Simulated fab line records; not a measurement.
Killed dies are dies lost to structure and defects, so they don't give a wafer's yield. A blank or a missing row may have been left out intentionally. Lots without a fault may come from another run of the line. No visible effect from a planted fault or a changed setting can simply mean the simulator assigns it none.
Which tool is to blame? ; flow n5-finfet ; Sampling: 9 lots, 26 wafers, 6 of 1938 route steps

WHAT EACH GAUGE READ, for each wafer
N5_MOL_CONTACT_COAG_OVL_MEAS_41. Usual: for VD_OVL the level is -0.1 nm and the standard deviation is 0.71.
lot;measured;on;VD_OVL (nm);flag
L302;day 5 03:38;overlay-02;-1.3 -1.6 -1.0;
L303;day 5 13:20;overlay-02;-1.5 1.3 0.2;
L305;day 6 04:04;overlay-02;-0.4 -0.5;
L307;day 6 08:20;overlay-01;0.3 0.3 0.4;
L312;day 7 13:02;overlay-01;0.8 0.4 0.2;
L321;day 9 23:47;overlay-01;0.0 0.3 0.4;
L323;day 10 06:38;overlay-02;0.0 0.9 0.6;
L324;day 10 14:43;overlay-01;-1.3 0.5 -0.3;
L325;day 11 03:07;overlay-01;0.4 -0.7 -0.2;

N5_MOL_CONTACT_COAG_INSPECT_42: inspects for defects (brightfield). Usual: raw-defect-count reads 207 (standard deviation 46).
lot;measured;on;raw-defect-count;flag
L302;day 5 03:41;defect-inspect-02;175 156 196;
L303;day 5 13:23;defect-inspect-01;216 285 256;
L305;day 6 04:07;defect-inspect-01;185 191;
L307;day 6 08:24;defect-inspect-02;196 229 152;
L312;day 7 13:05;defect-inspect-01;1450 274 1485;OFF
L321;day 9 23:51;defect-inspect-01;194 141 212;
L323;day 10 06:41;defect-inspect-02;208 151 138;
L324;day 10 14:47;defect-inspect-01;125 156 195;
L325;day 11 03:11;defect-inspect-02;198 218 210;

N5_BEOL_M4_RC_MEAS_101. Usual: DIBL_N 36.0 mV/V, standard deviation 1.6; DIBL_P 35.8 mV/V, standard deviation 2; IOFF_N 0.152 nA/um, standard deviation 0.03; IOFF_P 0.20 nA/um, standard deviation 0.031; ION_N 670 uA/um, standard deviation 12; ION_P 459 uA/um, standard deviation 7.4; SS_N 71.5 mV/dec, standard deviation 0.56; SS_P 73.2 mV/dec, standard deviation 0.64; VT_N 251 mV, standard deviation 3.5; VT_P -252 mV, standard deviation 3.3.
lot;measured;on;DIBL_N (mV/V);DIBL_P (mV/V);IOFF_N (nA/um);IOFF_P (nA/um);ION_N (uA/um);ION_P (uA/um);SS_N (mV/dec);SS_P (mV/dec);VT_N (mV);VT_P (mV);flag
L302;day 9 08:02;prober-02;36.5 36.4 35.1;36.9 36.1 35.6;0.170 0.159 0.143;0.23 0.22 0.22;681 664 675;467 457 469;72.2 72.2 72.0;73.9 73.9 73.2;246 251 252;-247 -246 -246;
L303;day 9 11:49;prober-02;36.7 36.7 33.5;35.8 35.5 31.3;0.154 0.141 0.101;0.20 0.19 0.15;674 657 650;462 454 450;72.0 71.0 71.0;73.0 73.0 72.1;251 254 255;-253 -254 -256;
L305;day 9 22:49;prober-01;36.7 35.8;37.3 35.5;0.176 0.165;0.21 0.19;670 667;452 456;71.8 71.8;73.2 73.5;251 247;-251 -254;
L307;day 10 22:27;prober-01;33.6 36.9 34.7;34.2 38.5 35.2;0.113 0.172 0.136;0.19 0.26 0.21;644 676 673;456 473 473;71.4 71.7 71.2;72.4 73.6 72.9;255 248 253;-247 -245 -248;
L312;day 11 12:44;prober-02;35.8 35.1 36.3;35.9 35.9 36.2;0.134 0.132 0.141;0.17 0.18 0.17;677 669 662;452 467 451;71.8 71.2 71.6;72.7 72.4 73.2;252 252 253;-258 -256 -258;
L321;day 14 05:24;prober-02;35.8 33.6 34.9;34.9 31.3 33.4;0.155 0.109 0.135;0.19 0.14 0.17;680 653 674;462 449 463;71.8 71.5 71.9;72.8 73.0 72.8;249 257 250;-252 -256 -253;
L323;day 14 03:56;prober-02;35.4 35.7 38.8;35.1 37.0 40.0;0.126 0.139 0.190;0.16 0.18 0.23;651 671 671;441 461 449;71.2 71.3 72.2;72.9 73.1 74.8;253 253 247;-254 -252 -251;
L324;day 15 06:46;prober-01;35.3 35.7 37.0;36.1 36.1 37.1;0.156 0.171 0.177;0.23 0.22 0.23;681 677 676;467 468 465;71.0 71.2 71.9;73.7 74.0 74.4;248 249 251;-249 -250 -250;
L325;day 15 11:20;prober-02;34.3 31.8 33.2;34.4 30.1 32.1;0.129 0.087 0.113;0.17 0.11 0.14;655 632 658;454 435 449;70.4 71.7 71.2;72.7 71.6 72.2;250 259 255;-253 -261 -258;

WHICH TOOL RAN EACH LOT (tool, then ch and the chambers of the sampled wafers, then the start)
lot;N5_MOL_CONTACT_COAG_DESCUM_88;N5_MOL_CONTACT_COAG_STRIP_119;N5_MOL_CONTACT_COAG_ETCH_66
L302;rie-diel-05 ch 1,2,3, day 5 02:09;plasma-asher-01 ch 0,1, day 5 03:01;rie-diel-05 ch 2,3, day 5 04:16
L303;rie-diel-02 ch 0,3, day 5 11:49;plasma-asher-02 ch 0,1, day 5 12:43;rie-diel-02 ch 0,1,3, day 5 13:32
L305;rie-diel-02 ch 0,1, day 6 02:47;plasma-asher-02 ch 0,1, day 6 03:34;rie-diel-05 ch 0,1, day 6 04:12
L307;rie-diel-05 ch 0,3, day 6 07:11;plasma-asher-01 ch 0,1, day 6 07:50;rie-diel-06 ch 0,2,3, day 6 08:29
L312;rie-diel-05 ch 0,1,3, day 7 11:52;plasma-asher-02 ch 0,1, day 7 12:32;rie-diel-02 ch 2,3, day 7 13:13
L321;rie-diel-05 ch 0,3, day 9 22:36;plasma-asher-01 ch 1, day 9 23:16;rie-diel-06 ch 0,1, day 9 23:56
L323;rie-diel-06 ch 0,1,2, day 10 05:18;plasma-asher-01 ch 0,1, day 10 05:58;rie-diel-02 ch 0,1,2, day 10 06:46
L324;rie-diel-05 ch 1,2,3, day 10 13:29;plasma-asher-01 ch 0,1, day 10 14:10;rie-diel-05 ch 0,2,3, day 10 14:58
L325;rie-diel-05 ch 0,2, day 11 01:50;plasma-asher-01 ch 0,1, day 11 02:30;rie-diel-02 ch 0,2,3, day 11 03:16
- N5_MOL_CONTACT_COAG_DESCUM_88: chemistry O2, time 7 s.
- N5_MOL_CONTACT_COAG_STRIP_119: strips in N2/H2, time 30 s.
- N5_MOL_CONTACT_COAG_ETCH_66: etches SiARC in CF4, target depth 13 nm, time 21.7 s.

WHAT THE TOOLS THEMSELVES READ (means of the sampled wafers that have a number; where no wafer has one, the mark that the record gives instead)
N5_MOL_CONTACT_COAG_DESCUM_88. Usual: drypump-motor-current-A 5.7 A, standard deviation 0.43; oes-product-au 0.77 a.u., standard deviation 0.085; rf-vpp-V 243.4 V, standard deviation 1.1; showerhead-plenum-p-Torr 2.10 Torr, standard deviation 0.036; throttle-valve-pct 20.51 %, standard deviation 0.23.
lot;tool;drypump-motor-current-A (A);oes-product-au (a.u.);rf-vpp-V (V);showerhead-plenum-p-Torr (Torr);throttle-valve-pct (%);flag
L302;rie-diel-05;5.4;0.81;243.1;2.10;20.38;
L303;rie-diel-02;5.6;0.70;242.8;2.10;20.76;
L305;rie-diel-02;5.1;0.70;242.6;2.12;20.65;
L307;rie-diel-05;5.9;0.81;243.4;2.12;20.57;
L312;rie-diel-05;5.6;0.79;243.6;2.11;20.53;
L321;rie-diel-05;5.6;0.83;243.3;2.11;20.41;
L323;rie-diel-06;6.0;0.81;243.0;2.10;20.29;
L324;rie-diel-05;5.4;0.75;243.7;2.09;20.46;
L325;rie-diel-05;6.0;0.69;242.2;2.09;20.72;

N5_MOL_CONTACT_COAG_STRIP_119. Usual: drypump-motor-current-A 5.4 A, standard deviation 0.41; heater-power-w 334 W, standard deviation 18.
lot;tool;drypump-motor-current-A (A);heater-power-w (W);flag
L302;plasma-asher-01;5.7;323;
L303;plasma-asher-02;5.2;333;
L305;plasma-asher-02;5.2;342;
L307;plasma-asher-01;5.7;323;
L312;plasma-asher-02;5.2;336;
L321;plasma-asher-01;6.2;351;
L323;plasma-asher-01;5.7;319;
L324;plasma-asher-01;5.9;332;
L325;plasma-asher-01;5.7;324;

N5_MOL_CONTACT_COAG_ETCH_66. Usual: drypump-motor-current-A 5.7 A, standard deviation 0.45; etch-rf-on-time-s 21.7 s, standard deviation 0.53; oes-product-au 0.67 a.u., standard deviation 0.082; rf-vpp-V 184.2 V, standard deviation 1; showerhead-plenum-p-Torr 2.16 Torr, standard deviation 0.051; throttle-valve-pct 15.63 %, standard deviation 0.19.
lot;tool;drypump-motor-current-A (A);etch-rf-on-time-s (s);oes-product-au (a.u.);rf-vpp-V (V);showerhead-plenum-p-Torr (Torr);throttle-valve-pct (%);flag
L302;rie-diel-05;5.4;20.9;0.75;184.6;2.17;15.40;
L303;rie-diel-02;5.5;22.3;0.59;183.7;2.12;15.85;
L305;rie-diel-05;5.8;21.6;0.64;183.8;2.13;15.77;
L307;rie-diel-06;6.0;21.7;0.67;183.1;2.15;15.61;
L312;rie-diel-02;6.0;21.4;0.77;184.6;2.21;15.46;
L321;rie-diel-06;5.8;21.1;0.74;184.1;2.18;15.47;
L323;rie-diel-02;5.3;22.0;0.63;184.4;2.16;15.75;
L324;rie-diel-05;5.7;21.7;0.64;184.2;2.13;15.64;
L325;rie-diel-02;5.8;21.5;0.68;184.9;2.21;15.70;

THE ANSWER, worked out from the rows above alone
Rule: take the mean of a lot's wafers that have a number; if it is more than 3 standard deviations from the usual mean, the lot is off. A lot without any number at a reading at which 4 lots or more have one is off too. Where the step has rows for the other lots, those lots are counted as sound. The gauges are gone through in route order, then the tools' own readings, and for those a lot's mean is taken as printed above. At the first step where some lot is off, the reading lying furthest off is the one used; lots without a number count as furthest.
Off: L312 (N5_MOL_CONTACT_COAG_INSPECT_42, raw-defect-count).
If a tool, at a process step before that reading, ran all the lots that are off and no sound lot after the first of them, it fits. Gauges at N5_MOL_CONTACT_COAG_INSPECT_42: tried the same way as those tools. One fits: plasma-asher-02 at N5_MOL_CONTACT_COAG_STRIP_119. Its last sound lot is L305 (day 6 03:34), its first lot that is off L312 (day 7 12:32): a fault that began between those two fits.

WHAT THE SIMULATOR PUT IN
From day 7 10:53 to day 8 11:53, plasma-asher-02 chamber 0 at N5_MOL_CONTACT_COAG_STRIP_119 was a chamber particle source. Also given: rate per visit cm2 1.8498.
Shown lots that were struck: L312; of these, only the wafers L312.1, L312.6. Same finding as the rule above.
